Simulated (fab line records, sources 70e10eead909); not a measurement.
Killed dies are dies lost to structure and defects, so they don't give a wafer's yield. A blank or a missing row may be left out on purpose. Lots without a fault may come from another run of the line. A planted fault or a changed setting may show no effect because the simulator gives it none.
Chamber matching | flow nand_harc | NHARC_A_STAIRCASE_CMP_472 on cmp-03: 4 sister chambers
The step polishes SiO2. 8 wafers are shown with their chamber, then 11 later ones without.

WAFERS WITH THEIR CHAMBER
wafer  | chamber | motor_current_A (A) | slurry_filter_dp_kPa (kPa)
L075.1 | 0       | 10.8                | 13.61
L081.1 | 2       | 11.0                | 13.63
L081.6 | 2       | 11.7                | 13.56
L083.1 | 1       | 12.1                | 13.71
L085.2 | 3       | 12.4                | 13.44
L085.3 | 1       | 12.8                | 13.64
L085.5 | 3       | 11.7                | 13.64
L088.1 | 0       | 10.9                | 13.34

WAFERS WITHOUT THEIR CHAMBER
wafer  | motor_current_A (A) | slurry_filter_dp_kPa (kPa)
L088.3 | 11.8                | 13.57
L088.4 | 11.3                | 13.48
L094.2 | 11.2                | 13.58
L094.3 | 12.4                | 13.44
L094.5 | 10.7                | 13.50
L092.1 | 12.6                | 13.50
L092.3 | 11.0                | 13.36
L092.5 | 12.0                | 13.73
L095.1 | 11.5                | 13.66
L095.4 | 12.2                | 13.48
L095.6 | 11.8                | 13.23

WHICH CHAMBER EACH WENT THROUGH
wafer  | from the rows above               | in truth
L088.3 | can't be placed: 3 or 2 or 1 or 0 | 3
L088.4 | can't be placed: 2 or 0 or 3      | 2
L094.2 | can't be placed: 2 or 0 or 3      | 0
L094.3 | can't be placed: 3 or 1 or 2      | 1
L094.5 | can't be placed: 0 or 2           | 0
L092.1 | can't be placed: 3 or 1 or 2      | 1
L092.3 | can't be placed: 0 or 2 or 3      | 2
L092.5 | can't be placed: 1 or 3 or 2      | 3
L095.1 | can't be placed: 2 or 3 or 0 or 1 | 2
L095.4 | can't be placed: 3 or 1 or 2      | 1
L095.6 | can't be placed: 3 or 0 or 2 or 1 | 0
Placed correctly: 0 of 11. Can't be placed from these rows: 11 (the true chamber is among the candidates in 11). Placed wrongly: 0.
How it was worked out, from the rows above alone: a wafer's distance from a chamber is the root of the sum, over the readings, of the square of ((its reading less the chamber's mean) divided by the reading's scatter). The wafer belongs to the nearest chamber; if the next one is less than 2 further off, it can't be placed. A chamber's mean is the mean of its shown wafers. The scatter: the root of (the sum of the squares of (reading less its chamber's mean) over the shown wafers, divided by (wafers less chambers)).
